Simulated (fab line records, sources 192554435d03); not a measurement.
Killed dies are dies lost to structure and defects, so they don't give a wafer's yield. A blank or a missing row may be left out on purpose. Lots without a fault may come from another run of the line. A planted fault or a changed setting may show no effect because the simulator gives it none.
fab line records | flow n5_finfet
record lots=7 wafers=39
route steps=1938 shown WELL_APT@39 FIN_SAQP@108 FIN_CUT@176 STI_FIN_REVEAL@190 DUMMY_GATE@246 HKMG_FIN@395 MOL_CONTACT_COAG@588 BEOL_M4@1111
start_h: hours from the record's first day to the start of the lot's first wafer shown | wait_h: hours since the lot's step before | " the same as in the row above | L1.1+2: a row that stands for several wafers | - no value, or no start given | * or withheld: withheld | < > ~ a bound
route shown NAME@n: a module of which the file shows steps, and the number in the route of the first | usual: mean/standard deviation of fault-free wafers | same: alike in all rows | chamber/n: place in a boat | sites: the reading at each site | _std_site: their standard deviation | _edge_site: outer sites' mean less inner sites' | radius_mm: how far each site lies from the wafer's centre | mask NAME#n: copy n | behind: the tool/chamber that last shaped the wafer | hold: why the lot was held/for how many hours/how that ended | device: the transistor (n, p or np) that didn't switch | end of line: the same wafers' tests at the end of the route | a step without rows: its recipe alone | killed: dies lost to structure and defects at the first sort, not the wafer's yield | map: a wafer's dies, x killed, . not, _ none there
set.NAME: the setting as run; set.NAME@STEP: as run at that earlier step | model.NAME: the simulator's own value behind a step, which no gauge read
lots whose settings were changed on purpose; a table a step, a row a wafer
## steps
# step N5_WELL_APT_EXPOSE_22
# recipe mask_id=PWELL na=0.8 source_shape=conventional sigma_outer=0.8 polarization=unpolarized defocus_nm=0 target_cd_nm=200 dose_mj=23.2
# step N5_FIN_SAQP_EXPOSE_13
# recipe mask_id=FIN_CORE na=1.35 source_shape=dipole sigma_inner=0.538 sigma_outer=0.738 polarization=te target_cd_nm=35.6 dose_mj=63.25
# step N5_FIN_CUT_CUT_ETCH_15
# recipe chemistry=HBr/Cl2/O2 target=Si target_depth_a=1000 bt_time_s=10 mask_material=SOC time_s=42.4 ion_energy_ev=* bias_w=* pressure_mtorr=10 icp_w=800 HBr_flow_sccm=150 Cl2_flow_sccm=80 O2_flow_sccm=12
# step N5_STI_FIN_REVEAL_ETCHBACK_08
# recipe chemistry=C4F6/O2 target=SiO2 target_depth_a=305 time_s=10.167 ion_energy_ev=250 pressure_mtorr=30 source_w=345 bias_w=185 Ar_flow_sccm=300 C4F6_flow_sccm=10 O2_flow_sccm=10
# step N5_DUMMY_GATE_ETCH_32
# recipe chemistry=CF4 target=SiO2 target_depth_a=35 time_s=3.9 ion_energy_ev=350 pressure_mtorr=10 icp_w=800 bias_w=400 cf4_flow_sccm=80
# step N5_DUMMY_GATE_ETCH_44
# recipe chemistry=HBr/O2 over_etch_frac=0.7 target_depth_a=1275 stop_on=SiO2 ion_energy_ev=60 bias_w=20 target=poly-Si mask_material=SiO2 pressure_mtorr=20 icp_w=400 HBr_flow_sccm=120 O2_flow_sccm=10
# step N5_HKMG_FIN_EXPOSE_46
# recipe mask_id=NDIPOLE na=1.35 source_shape=conventional sigma_outer=0.8 polarization=unpolarized dose_mj=40
# step N5_MOL_CONTACT_COAG_ETCH_47
# recipe chemistry=CH3F/O2 target=SiNx target_depth_a=270 mask_material=SiO2 stop_on=W over_etch_frac=0.2 ion_energy_ev=120 endpoint=OES-CN pressure_mtorr=30 source_w=395 bias_w=73 Ar_flow_sccm=150 CH3F_flow_sccm=30 O2_flow_sccm=20 ends=end_point
# step N5_BEOL_M4_RC_MEAS_101
# usual ION_N=675/14 ION_P=465/8.6
# columns lot.wafer tool chamber start_h wait_h set.dose_mj@WELL_APT_EXPOSE_22 set.dose_mj@FIN_SAQP_EXPOSE_13 set.time_s@FIN_CUT_CUT_ETCH_15 set.target_depth_a@STI_FIN_REVEAL_ETCHBACK_08 set.time_s@DUMMY_GATE_ETCH_32 set.target_depth_a@DUMMY_GATE_ETCH_44 set.dose_mj@HKMG_FIN_EXPOSE_46 set.over_etch_frac@MOL_CONTACT_COAG_ETCH_47 ION_N[uA/um] ION_P[uA/um]
L074.1 prober-02 0 174.89 0.0 24.61 63.25 42.4 261.9 3.335 1275 40 0.2078 635 424
L074.2 " 0 " " 23.2 58.82 42.4 305 3.335 1418 40 0.2078 692 470
L074.3 " 0 " " 24.61 58.82 42.4 261.9 3.9 1275 40 0.2 650 439
L074.4 " 0 " " 23.2 63.25 46.23 261.9 3.9 1418 40 0.2 626 423
L074.5 " 0 " " 24.61 58.82 46.23 305 3.9 1275 40 0.2078 686 465
L074.6 " 0 " " 23.2 63.25 46.23 305 3.335 1418 40 0.2 678 459
L076.1 prober-01 0 177.80 0.0 23.2 63.25 42.4 305 3.9 1419 42.7 0.2 677 460
L076.2 " 0 " " 23.2 63.25 52.3 305 3.9 1275 40 0.2144 654 452
L076.3 " 0 " " 24.53 63.25 42.4 305 3.9 1275 40 0.2 668 461
L076.4 " 0 " " 24.53 61.28 52.3 305 3.9 1419 40 0.2144 687 471
L076.5 " 0 " " 23.2 61.28 52.3 305 3.9 1275 42.7 0.2 679 461
L076.6 " 0 " " 24.53 61.28 42.4 305 3.9 1419 42.7 0.2144 670 463
L078.1 prober-02 0 199.14 0.0 23.2 67.45 38.72 305 3.9 1338 40 0.1909 650 449
L078.2 " 0 " " 23.2 63.25 38.72 305 3.9 1338 40 0.2 658 463
L078.3 " 0 " " 22.71 67.45 42.4 280.4 3.9 1338 40 0.2 617 437
L078.4 " 0 " " 22.71 63.25 42.4 305 3.9 1275 40 0.2 656 453
L078.5 " 0 " " 22.71 63.25 38.72 280.4 3.9 1275 40 0.1909 612 432
L078.6 " 0 " " 23.2 67.45 42.4 280.4 3.9 1275 40 0.1909 631 437
L079.1 prober-02 0 209.04 0.0 23.2 63.25 42.4 305 3.9 1275 40 0.2 683 469
L079.3 " 0 " " 23.2 63.25 42.4 305 3.9 1275 40 0.2 667 455
L079.6 " 0 " " 23.2 63.25 42.4 305 3.9 1275 40 0.2 672 463
L089.1 prober-02 0 264.19 0.0 23.2 63.25 49.79 305 3.9 1407 40 0.2 680 467
L089.2 " 0 " " 23.2 63.25 49.79 336.6 3.9 1407 37.27 0.2 708 484
L089.3 " 0 " " 23.2 63.25 42.4 336.6 3.9 1275 37.27 0.2 741 487
L089.4 " 0 " " 23.2 63.25 49.79 305 3.9 1275 40 0.2 680 462
L089.5 " 0 " " 23.2 63.25 42.4 336.6 3.9 1275 40 0.2 736 489
L089.6 " 0 " " 23.2 63.25 42.4 305 3.9 1407 37.27 0.2 682 476
L095.1 prober-02 0 295.93 0.0 23.2 63.25 34.53 305 4.794 1275 40 0.2 673 450
L095.2 " 0 " " 24.27 59.56 34.53 305 3.9 1275 40 0.2 662 449
L095.3 " 0 " " 23.2 63.25 42.4 305 3.9 1364 40 0.2 664 453
L095.4 " 0 " " 24.27 63.25 34.53 305 3.9 1364 40 0.2 657 455
L095.5 " 0 " " 24.27 59.56 42.4 305 4.794 1275 40 0.2 651 449
L095.6 " 0 " " 23.2 59.56 42.4 305 4.794 1364 40 0.2 679 456
L094.1 prober-02 0 297.34 0.0 24.22 63.25 42.4 305 3.9 1275 40 0.2 685 461
L094.2 " 0 " " 23.2 60.85 42.4 291.4 3.9 1275 40 0.2 676 459
L094.3 " 0 " " 23.2 63.25 49.61 305 3.9 1275 40 0.2 657 455
L094.4 " 0 " " 24.22 63.25 49.61 291.4 3.9 1275 40 0.2 656 451
L094.5 " 0 " " 23.2 60.85 42.4 305 3.9 1275 40 0.2 654 456
L094.6 " 0 " " 24.22 60.85 49.61 291.4 3.9 1275 40 0.2 646 448
## key
split step=N5_WELL_APT_EXPOSE_22 setting=dose_mj stated_as=23.2
response none clear
split step=N5_FIN_SAQP_EXPOSE_13 setting=dose_mj stated_as=63.25
response none clear
split step=N5_FIN_CUT_CUT_ETCH_15 setting=time_s stated_as=42.4
response none clear
split step=N5_STI_FIN_REVEAL_ETCHBACK_08 setting=target_depth_a stated_as=305
response step=N5_BEOL_M4_RC_MEAS_101 reading=ION_P slope=+2.09 per=1% together_with=all explained=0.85
response step=N5_BEOL_M4_RC_MEAS_101 reading=ION_N slope=+3.75 per=1% together_with=all explained=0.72
split step=N5_DUMMY_GATE_ETCH_32 setting=time_s stated_as=3.9
response none clear
split step=N5_DUMMY_GATE_ETCH_44 setting=target_depth_a stated_as=1275
response none clear
split step=N5_HKMG_FIN_EXPOSE_46 setting=dose_mj stated_as=40
response none clear
split step=N5_MOL_CONTACT_COAG_ETCH_47 setting=over_etch_frac stated_as=0.2
response none clear
